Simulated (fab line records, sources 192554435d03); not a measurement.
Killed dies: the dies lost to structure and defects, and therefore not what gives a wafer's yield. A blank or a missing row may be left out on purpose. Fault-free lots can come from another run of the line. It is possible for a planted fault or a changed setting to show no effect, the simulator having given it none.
What tool caused it? | flow n5_finfet | Sampling: 24 lots, 72 wafers, 6 of 1938 route steps

## WHAT EACH GAUGE READ, for each wafer
N5_HKMG_FIN_CD_MEAS_12: the cd target is 92.8 nm. Usual: cd_nm reads 93.0 nm (standard deviation 0.52).
lot  | measured    | on        | cd_nm (nm)     | flag
L074 | day 4 04:07 | cd_sem-01 | 93.0 94.0 93.2 |
L075 | day 4 10:23 | cd_sem-01 | 91.4 91.2 92.2 |
L076 | day 4 14:13 | cd_sem-03 | 93.6 93.6 93.3 |
L077 | day 4 21:20 | cd_sem-03 | 92.4 93.6 92.9 |
L078 | day 5 04:35 | cd_sem-01 | 93.1 93.1 92.3 |
L079 | day 5 10:37 | cd_sem-03 | 91.7 92.8 92.6 |
L080 | day 5 14:29 | cd_sem-02 | 92.9 92.6 92.9 |
L081 | day 6 01:40 | cd_sem-03 | 92.5 92.9 92.6 |
L082 | day 6 05:22 | cd_sem-03 | 93.2 93.8 93.7 |
L083 | day 6 13:31 | cd_sem-01 | 93.7 93.2 93.2 |
L084 | day 6 16:39 | cd_sem-02 | 92.7 92.8 93.1 |
L085 | day 7 04:13 | cd_sem-03 | 92.7 93.9 93.6 |
L086 | day 7 07:43 | cd_sem-01 | 93.3 93.6 93.1 |
L087 | day 7 14:07 | cd_sem-01 | 93.3 92.9 92.7 |
L088 | day 7 15:05 | cd_sem-03 | 92.4 93.1 93.0 |
L089 | day 7 20:53 | cd_sem-03 | 92.6 93.1 93.1 |
L090 | day 8 01:10 | cd_sem-01 | 93.8 93.3 93.1 |
L091 | day 8 09:36 | cd_sem-01 | 93.7 93.8 93.1 |
L092 | day 8 12:58 | cd_sem-03 | 93.3 93.3 91.9 |
L093 | day 8 19:34 | cd_sem-01 | 92.9 93.7 93.4 |
L094 | day 9 03:14 | cd_sem-03 | 93.4 92.9 92.7 |
L095 | day 9 08:13 | cd_sem-01 | 92.9 92.2 92.3 |
L096 | day 9 12:33 | cd_sem-03 | 92.5 93.2 92.7 |
L097 | day 9 20:03 | cd_sem-02 | 92.8 92.6 92.5 |

N5_GATE_CUT_INSPECT_15: inspects for defects (brightfield). Usual: raw_defect_count reads 141 (standard deviation 42).
lot  | measured     | on                | raw_defect_count | flag
L074 | day 4 12:59  | defect_inspect-01 | 118 121 100      |
L075 | day 4 21:30  | defect_inspect-01 | 99 127 140       |
L076 | day 5 02:26  | defect_inspect-02 | 131 116 167      |
L077 | day 5 06:46  | defect_inspect-02 | 187 122 120      |
L078 | day 5 12:59  | defect_inspect-02 | 197 163 148      |
L079 | day 5 19:37  | defect_inspect-02 | 228 135 224      |
L080 | day 5 22:56  | defect_inspect-01 | 183 123 203      |
L081 | day 6 10:11  | defect_inspect-02 | 84 119 82        |
L082 | day 6 13:41  | defect_inspect-02 | 111 108 173      |
L083 | day 6 22:04  | defect_inspect-01 | 127 185 78       |
L084 | day 7 02:06  | defect_inspect-01 | 173 170 142      |
L085 | day 7 12:47  | defect_inspect-02 | 116 203 242      |
L086 | day 7 15:53  | defect_inspect-01 | 91 153 135       |
L087 | day 7 22:38  | defect_inspect-02 | 97 149 187       |
L088 | day 7 23:24  | defect_inspect-02 | 136 168 186      |
L089 | day 8 06:28  | defect_inspect-01 | 138 180 125      |
L090 | day 8 09:31  | defect_inspect-01 | 130 137 177      |
L091 | day 8 18:10  | defect_inspect-02 | 96 122 119       |
L092 | day 8 21:21  | defect_inspect-02 | 178 251 165      |
L093 | day 9 04:34  | defect_inspect-01 | 180 179 167      |
L094 | day 9 12:05  | defect_inspect-02 | 160 166 161      |
L095 | day 9 16:39  | defect_inspect-01 | 110 88 75        |
L096 | day 9 20:53  | defect_inspect-02 | 89 108 98        |
L097 | day 10 04:31 | defect_inspect-02 | 135 114 142      |

## TOOL THAT RAN EACH LOT (tool first, then ch and the chambers of the sampled wafers, then the start)
lot  | N5_HKMG_FIN_STRIP_60                | N5_HKMG_FIN_ETCH_35               | N5_HKMG_FIN_ALD_21                 | N5_GATE_CUT_VAPOR_ETCH_60
L074 | plasma_asher-02 ch 0,1, day 4 01:42 | rie_diel-02 ch 0,1,3, day 4 04:32 | ald_metal-03 ch 0,1,2, day 4 07:58 | rie_metal-02 ch 0,1, day 4 09:29
L075 | plasma_asher-01 ch 0, day 4 08:06   | rie_diel-02 ch 0,2,3, day 4 10:47 | ald_metal-03 ch 0,1,2, day 4 13:38 | rie_metal-03 ch 0, day 4 15:23
L076 | plasma_asher-01 ch 0,1, day 4 11:44 | rie_diel-05 ch 0,1,3, day 4 14:37 | ald_metal-03 ch 2,3, day 4 17:27   | rie_metal-03 ch 0, day 4 19:13
L077 | plasma_asher-01 ch 0,1, day 4 18:56 | rie_diel-04 ch 1,2,3, day 4 21:43 | ald_metal-03 ch 2,3, day 5 00:35   | rie_metal-01 ch 0,1, day 5 02:07
L078 | plasma_asher-02 ch 0,1, day 5 02:08 | rie_diel-02 ch 0,2,3, day 5 05:03 | ald_metal-03 ch 0,2,3, day 5 07:53 | rie_metal-03 ch 0,1, day 5 09:25
L079 | plasma_asher-01 ch 0,1, day 5 08:20 | rie_diel-04 ch 0,1,3, day 5 11:17 | ald_metal-01 ch 0,3, day 5 14:25   | rie_metal-02 ch 0,1, day 5 15:56
L080 | plasma_asher-02 ch 0,1, day 5 11:59 | rie_diel-02 ch 1,3, day 5 14:52   | ald_metal-02 ch 0,2,3, day 5 17:47 | rie_metal-01 ch 0,1, day 5 19:24
L081 | plasma_asher-01 ch 0, day 5 23:16   | rie_diel-04 ch 2,3, day 6 02:14   | ald_metal-01 ch 0,1, day 6 05:05   | rie_metal-02 ch 0,1, day 6 06:36
L082 | plasma_asher-02 ch 0,1, day 6 02:53 | rie_diel-04 ch 0,1,3, day 6 05:46 | ald_metal-03 ch 0,2,3, day 6 08:36 | rie_metal-03 ch 0,1, day 6 10:07
L083 | plasma_asher-01 ch 0,1, day 6 11:13 | rie_diel-05 ch 0,3, day 6 14:16   | ald_metal-03 ch 1,3, day 6 17:07   | rie_metal-03 ch 0,1, day 6 18:38
L084 | plasma_asher-02 ch 0,1, day 6 14:15 | rie_diel-05 ch 1,3, day 6 17:02   | ald_metal-03 ch 0,1, day 6 19:56   | rie_metal-01 ch 0,1, day 6 21:27
L085 | plasma_asher-01 ch 0,1, day 7 01:45 | rie_diel-04 ch 0,2,3, day 7 04:36 | ald_metal-02 ch 0,2, day 7 07:26   | rie_metal-03 ch 0,1, day 7 08:58
L086 | plasma_asher-02 ch 1, day 7 05:19   | rie_diel-05 ch 0,2, day 7 08:08   | ald_metal-01 ch 0,1, day 7 10:58   | rie_metal-02 ch 0,1, day 7 12:29
L087 | plasma_asher-02 ch 0,1, day 7 11:51 | rie_diel-04 ch 0,1,3, day 7 14:31 | ald_metal-02 ch 0,1,2, day 7 17:31 | rie_metal-01 ch 0,1, day 7 19:07
L088 | plasma_asher-02 ch 0,1, day 7 12:37 | rie_diel-02 ch 1,2, day 7 15:28   | ald_metal-01 ch 1,2,3, day 7 18:21 | rie_metal-03 ch 0,1, day 7 19:52
L089 | plasma_asher-01 ch 0,1, day 7 18:26 | rie_diel-02 ch 1,3, day 7 21:30   | ald_metal-01 ch 0,1, day 8 00:22   | rie_metal-02 ch 0,1, day 8 01:53
L090 | plasma_asher-02 ch 0,1, day 7 22:30 | rie_diel-02 ch 0,1,3, day 8 01:33 | ald_metal-02 ch 0,1,3, day 8 04:23 | rie_metal-03 ch 0,1, day 8 05:59
L091 | plasma_asher-01 ch 0,1, day 8 07:19 | rie_diel-02 ch 0,2,3, day 8 09:59 | ald_metal-01 ch 0,2,3, day 8 12:59 | rie_metal-02 ch 0,1, day 8 14:35
L092 | plasma_asher-02 ch 0,1, day 8 10:42 | rie_diel-05 ch 0,1,2, day 8 13:22 | ald_metal-02 ch 0,1,3, day 8 16:14 | rie_metal-01 ch 0,1, day 8 17:55
L093 | plasma_asher-01 ch 0,1, day 8 17:17 | rie_diel-04 ch 0,1,3, day 8 19:58 | ald_metal-03 ch 1,2, day 8 22:47   | rie_metal-01 ch 0,1, day 9 00:20
L094 | plasma_asher-01 ch 0,1, day 9 00:37 | rie_diel-04 ch 1,2,3, day 9 03:53 | ald_metal-03 ch 0,1,3, day 9 06:50 | rie_metal-02 ch 0,1, day 9 08:32
L095 | plasma_asher-02 ch 0,1, day 9 05:56 | rie_diel-05 ch 1,2, day 9 08:38   | ald_metal-03 ch 0,1,3, day 9 11:37 | rie_metal-02 ch 0,1, day 9 13:08
L096 | plasma_asher-01 ch 0,1, day 9 10:13 | rie_diel-04 ch 0,1,2, day 9 12:57 | ald_metal-03 ch 0,1,2, day 9 15:48 | rie_metal-03 ch 0,1, day 9 17:19
L097 | plasma_asher-01 ch 0,1, day 9 17:28 | rie_diel-05 ch 0,3, day 9 20:26   | ald_metal-02 ch 0,1,2, day 9 23:23 | rie_metal-01 ch 1, day 10 00:55
- N5_HKMG_FIN_STRIP_60: strips in N2/H2, time 360 s.
- N5_HKMG_FIN_ETCH_35: etches SOC in N2/H2, target depth 215.8 nm, time 243.4 s.
- N5_HKMG_FIN_ALD_21: deposits TiN, target thk 1.5 nm, pulse time 1 s, purge time 3 s.
- N5_GATE_CUT_VAPOR_ETCH_60: etches HfO2 in BCl3/Cl2.

## WHAT THE TOOLS THEMSELVES READ (means of the sampled wafers that have a number; where no wafer has one, the mark that the record gives instead)
N5_HKMG_FIN_STRIP_60. Usual: drypump_motor_current_A 5.34 A, standard deviation 0.25; heater_power_w 487 W, standard deviation 22; n2_flow_sccm 1751 sccm, standard deviation 5.
lot  | tool            | drypump_motor_current_A (A) | heater_power_w (W) | n2_flow_sccm (sccm) | flag
L074 | plasma_asher-02 | 5.42                        | 496                | 1752                |
L075 | plasma_asher-01 | 5.01                        | 463                | 1748                |
L076 | plasma_asher-01 | 5.43                        | 490                | 1751                |
L077 | plasma_asher-01 | 5.22                        | 474                | 1750                |
L078 | plasma_asher-02 | 5.32                        | 486                | 1755                |
L079 | plasma_asher-01 | 5.22                        | 479                | 1751                |
L080 | plasma_asher-02 | 5.42                        | 484                | 1754                |
L081 | plasma_asher-01 | 5.02                        | 460                | 1749                |
L082 | plasma_asher-02 | 5.41                        | 494                | 1752                |
L083 | plasma_asher-01 | 5.41                        | 485                | 1755                |
L084 | plasma_asher-02 | 5.40                        | 487                | 1749                |
L085 | plasma_asher-01 | 5.21                        | 476                | 1748                |
L086 | plasma_asher-02 | 5.51                        | 506                | 1751                |
L087 | plasma_asher-02 | 5.31                        | 486                | 1743                |
L088 | plasma_asher-02 | 5.29                        | 487                | 1747                |
L089 | plasma_asher-01 | 5.19                        | 471                | 1752                |
L090 | plasma_asher-02 | 5.33                        | 489                | 1754                |
L091 | plasma_asher-01 | 5.22                        | 473                | 1750                |
L092 | plasma_asher-02 | 5.41                        | 492                | 1746                |
L093 | plasma_asher-01 | 5.24                        | 480                | 1754                |
L094 | plasma_asher-01 | 5.20                        | 476                | 1744                |
L095 | plasma_asher-02 | 5.33                        | 485                | 1752                |
L096 | plasma_asher-01 | 5.24                        | 471                | 1750                |
L097 | plasma_asher-01 | 5.23                        | 475                | 1754                |

N5_HKMG_FIN_ETCH_35. Usual: drypump_motor_current_A 5.9 A, standard deviation 0.37; n2_flow_sccm 200.0 sccm, standard deviation 0.65; oes_product_au 0.80 a.u., standard deviation 0.083; rf_vpp_V 141.8 V, standard deviation 1.2; showerhead_plenum_p_Torr 2.58 Torr, standard deviation 0.12; throttle_valve_pct 17.79 %, standard deviation 0.19.
lot  | tool        | drypump_motor_current_A (A) | n2_flow_sccm (sccm) | oes_product_au (a.u.) | rf_vpp_V (V) | showerhead_plenum_p_Torr (Torr) | throttle_valve_pct (%) | flag
L074 | rie_diel-02 | 5.6                         | 199.7               | 0.85                  | 142.6        | 2.69                            | 17.64                  |
L075 | rie_diel-02 | 5.9                         | 200.1               | 0.80                  | 141.8        | 2.63                            | 17.78                  |
L076 | rie_diel-05 | 5.7                         | 199.4               | 0.77                  | 141.7        | 2.55                            | 17.89                  |
L077 | rie_diel-04 | 6.1                         | 199.9               | 0.81                  | 141.8        | 2.48                            | 17.78                  |
L078 | rie_diel-02 | 5.9                         | 199.6               | 0.78                  | 142.0        | 2.63                            | 17.79                  |
L079 | rie_diel-04 | 6.2                         | 199.1               | 0.81                  | 141.9        | 2.55                            | 17.65                  |
L080 | rie_diel-02 | 5.6                         | 199.7               | 0.80                  | 142.4        | 2.68                            | 17.69                  |
L081 | rie_diel-04 | 6.0                         | 200.4               | 0.80                  | 141.6        | 2.52                            | 17.83                  |
L082 | rie_diel-04 | 6.2                         | 200.9               | 0.81                  | 141.6        | 2.55                            | 17.66                  |
L083 | rie_diel-05 | 5.8                         | 200.7               | 0.75                  | 141.6        | 2.64                            | 17.80                  |
L084 | rie_diel-05 | 6.0                         | 200.9               | 0.72                  | 141.2        | 2.53                            | 18.08                  |
L085 | rie_diel-04 | 6.2                         | 200.6               | 0.85                  | 142.2        | 2.57                            | 17.77                  |
L086 | rie_diel-05 | 5.7                         | 200.0               | 0.89                  | 142.2        | 2.70                            | 17.65                  |
L087 | rie_diel-04 | 6.2                         | 199.6               | 0.79                  | 143.1        | 2.54                            | 17.69                  |
L088 | rie_diel-02 | 5.8                         | 200.5               | 0.77                  | 142.0        | 2.62                            | 17.84                  |
L089 | rie_diel-02 | 5.6                         | 199.8               | 0.79                  | 143.2        | 2.67                            | 17.72                  |
L090 | rie_diel-02 | 5.6                         | 200.7               | 0.81                  | 141.7        | 2.67                            | 17.69                  |
L091 | rie_diel-02 | 5.9                         | 200.2               | 0.75                  | 141.5        | 2.62                            | 17.85                  |
L092 | rie_diel-05 | 5.6                         | 200.0               | 0.81                  | 140.7        | 2.57                            | 17.78                  |
L093 | rie_diel-04 | 6.2                         | 200.2               | 0.78                  | 141.7        | 2.54                            | 17.71                  |
L094 | rie_diel-04 | 6.1                         | 200.5               | 0.77                  | 140.9        | 2.47                            | 17.85                  |
L095 | rie_diel-05 | 5.5                         | 200.4               | 0.80                  | 140.4        | 2.46                            | 17.91                  |
L096 | rie_diel-04 | 6.2                         | 200.1               | 0.81                  | 141.9        | 2.52                            | 17.78                  |
L097 | rie_diel-05 | 6.1                         | 200.1               | 0.71                  | 142.7        | 2.62                            | 17.99                  |

N5_HKMG_FIN_ALD_21. Usual: heater_power_outer_w 533 W, standard deviation 55; heater_power_w 871 W, standard deviation 91; precursor_pulse_height_rel 1.003, standard deviation 0.021.
lot  | tool         | heater_power_outer_w (W) | heater_power_w (W) | precursor_pulse_height_rel | flag
L074 | ald_metal-03 | 519                      | 877                | 1.003                      |
L075 | ald_metal-03 | 526                      | 874                | 0.980                      |
L076 | ald_metal-03 | 575                      | 923                | 1.013                      |
L077 | ald_metal-03 | 558                      | 888                | 1.003                      |
L078 | ald_metal-03 | 551                      | 867                | 0.987                      |
L079 | ald_metal-01 | 464                      | 698                | 1.019                      |
L080 | ald_metal-02 | 570                      | 949                | 0.987                      |
L081 | ald_metal-01 | 456                      | 732                | 1.004                      |
L082 | ald_metal-03 | 539                      | 876                | 1.012                      |
L083 | ald_metal-03 | 511                      | 868                | 1.000                      |
L084 | ald_metal-03 | 490                      | 835                | 1.010                      |
L085 | ald_metal-02 | 570                      | 981                | 0.987                      |
L086 | ald_metal-01 | 450                      | 746                | 0.998                      |
L087 | ald_metal-02 | 565                      | 962                | 1.003                      |
L088 | ald_metal-01 | 541                      | 844                | 1.030                      |
L089 | ald_metal-01 | 478                      | 794                | 1.018                      |
L090 | ald_metal-02 | 567                      | 938                | 0.995                      |
L091 | ald_metal-01 | 502                      | 814                | 0.998                      |
L092 | ald_metal-02 | 569                      | 913                | 1.000                      |
L093 | ald_metal-03 | 525                      | 905                | 0.997                      |
L094 | ald_metal-03 | 501                      | 859                | 1.022                      |
L095 | ald_metal-03 | 501                      | 841                | 1.005                      |
L096 | ald_metal-03 | 526                      | 875                | 1.025                      |
L097 | ald_metal-02 | 568                      | 947                | 0.991                      |

N5_GATE_CUT_VAPOR_ETCH_60. Usual: drypump_motor_current_A 5.6 A, standard deviation 0.43; he_backside_leak_sccm 3.4 sccm, standard deviation 0.35; oes_product_au 0.77 a.u., standard deviation 0.091.
lot  | tool         | drypump_motor_current_A (A) | he_backside_leak_sccm (sccm) | oes_product_au (a.u.) | flag
L074 | rie_metal-02 | 5.3                         | 3.4                          | 0.74                  |
L075 | rie_metal-03 | 6.3                         | 3.6                          | 0.87                  |
L076 | rie_metal-03 | 6.2                         | 3.6                          | 0.87                  |
L077 | rie_metal-01 | 5.8                         | 3.4                          | 0.69                  |
L078 | rie_metal-03 | 6.0                         | 3.6                          | 0.88                  |
L079 | rie_metal-02 | 5.3                         | 3.2                          | 0.73                  |
L080 | rie_metal-01 | 5.7                         | 3.3                          | 0.67                  |
L081 | rie_metal-02 | 5.3                         | 3.2                          | 0.73                  |
L082 | rie_metal-03 | 5.9                         | 3.5                          | 0.87                  |
L083 | rie_metal-03 | 5.9                         | 3.6                          | 0.86                  |
L084 | rie_metal-01 | 5.7                         | 3.3                          | 0.66                  |
L085 | rie_metal-03 | 6.0                         | 3.5                          | 0.86                  |
L086 | rie_metal-02 | 5.3                         | 3.3                          | 0.72                  |
L087 | rie_metal-01 | 5.8                         | 3.3                          | 0.67                  |
L088 | rie_metal-03 | 5.6                         | 3.3                          | 0.87                  |
L089 | rie_metal-02 | 5.3                         | 3.5                          | 0.72                  |
L090 | rie_metal-03 | 5.6                         | 3.3                          | 0.86                  |
L091 | rie_metal-02 | 5.2                         | 3.3                          | 0.72                  |
L092 | rie_metal-01 | 5.7                         | 3.4                          | 0.65                  |
L093 | rie_metal-01 | 5.8                         | 3.5                          | 0.67                  |
L094 | rie_metal-02 | 5.3                         | 3.3                          | 0.71                  |
L095 | rie_metal-02 | 5.3                         | 3.5                          | 0.72                  |
L096 | rie_metal-03 | 5.6                         | 3.3                          | 0.86                  |
L097 | rie_metal-01 | 5.5                         | 3.3                          | 0.63                  |

## THE ANSWER, worked out from the rows above alone
Rule: a lot counts as off when the mean over its wafers that have a number is more than 3 standard deviations away from the usual mean. Also off: a lot with no number at a reading for which 4 or more lots have one. The other lots that the step has rows for count as sound. First the gauges in route order, then the tools' own readings, where a lot's mean is used as printed above. At the first step where some lot is off, the reading lying furthest off is the one used; lots without a number count as furthest.
None of the lots is off at any reading shown; this tells nothing.

## WHAT THE SIMULATOR HAD INSERTED
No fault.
